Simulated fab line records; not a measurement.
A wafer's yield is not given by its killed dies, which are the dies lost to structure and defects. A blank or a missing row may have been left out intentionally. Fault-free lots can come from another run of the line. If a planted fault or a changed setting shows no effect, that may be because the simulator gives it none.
Matching of chambers :: flow nand-harc :: 4 sister chambers for NHARC_A_CHANNEL_HOLE_D1_ETCH_16 on rie-diel-10
The step etches the open film in O2/COS, target depth 3100 nm, time 806 s. 8 wafers are shown with their chamber, then 7 later ones without.

== WAFERS, EACH WITH ITS CHAMBER ==
wafer: L455.5
chamber: 1
showerhead-plenum-p-Torr (Torr): 3.00
drypump-motor-current-A (A): 5.1

wafer: L460.2
chamber: 0
showerhead-plenum-p-Torr (Torr): 3.20
drypump-motor-current-A (A): 5.3

wafer: L460.3
chamber: 1
showerhead-plenum-p-Torr (Torr): 3.00
drypump-motor-current-A (A): 5.1

wafer: L462.1
chamber: 2
showerhead-plenum-p-Torr (Torr): 3.08
drypump-motor-current-A (A): 5.6

wafer: L462.2
chamber: 3
showerhead-plenum-p-Torr (Torr): 3.04
drypump-motor-current-A (A): 5.8

wafer: L462.5
chamber: 0
showerhead-plenum-p-Torr (Torr): 3.20
drypump-motor-current-A (A): 5.3

wafer: L467.2
chamber: 3
showerhead-plenum-p-Torr (Torr): 3.03
drypump-motor-current-A (A): 5.7

wafer: L467.4
chamber: 2
showerhead-plenum-p-Torr (Torr): 3.07
drypump-motor-current-A (A): 5.6

== WAFERS WITHOUT THEIR CHAMBER ==
wafer: L468.3
showerhead-plenum-p-Torr (Torr): 3.03
drypump-motor-current-A (A): 5.7

wafer: L468.5
showerhead-plenum-p-Torr (Torr): 2.99
drypump-motor-current-A (A): 5.1

wafer: L469.1
showerhead-plenum-p-Torr (Torr): 2.99
drypump-motor-current-A (A): 5.1

wafer: L469.4
showerhead-plenum-p-Torr (Torr): 3.07
drypump-motor-current-A (A): 5.6

wafer: L474.1
showerhead-plenum-p-Torr (Torr): 3.07
drypump-motor-current-A (A): 5.6

wafer: L474.2
showerhead-plenum-p-Torr (Torr): 2.99
drypump-motor-current-A (A): 5.1

wafer: L474.5
showerhead-plenum-p-Torr (Torr): 2.99
drypump-motor-current-A (A): 5.1

== EACH ONE'S CHAMBER ==
wafer: L468.3
from the rows above: 3
in truth: 3

wafer: L468.5
from the rows above: 1
in truth: 1

wafer: L469.1
from the rows above: 1
in truth: 1

wafer: L469.4
from the rows above: 2
in truth: 2

wafer: L474.1
from the rows above: 2
in truth: 2

wafer: L474.2
from the rows above: 1
in truth: 1

wafer: L474.5
from the rows above: 1
in truth: 1
Correct placement for 7 of the 7. From these rows, 0 cannot be placed. 0 placed wrongly.
How it was worked out, from the rows above alone: a wafer's distance from a chamber is the root of the sum, over the readings, of the square of ((its reading less the chamber's mean) divided by the reading's scatter). The wafer belongs to the nearest chamber; if the next one is less than 2 further off, it can't be placed. For every chamber, the mean is computed from those of its wafers that are shown. The scatter: the root of (the sum of the squares of (reading less its chamber's mean) over the shown wafers, divided by (wafers less chambers)).
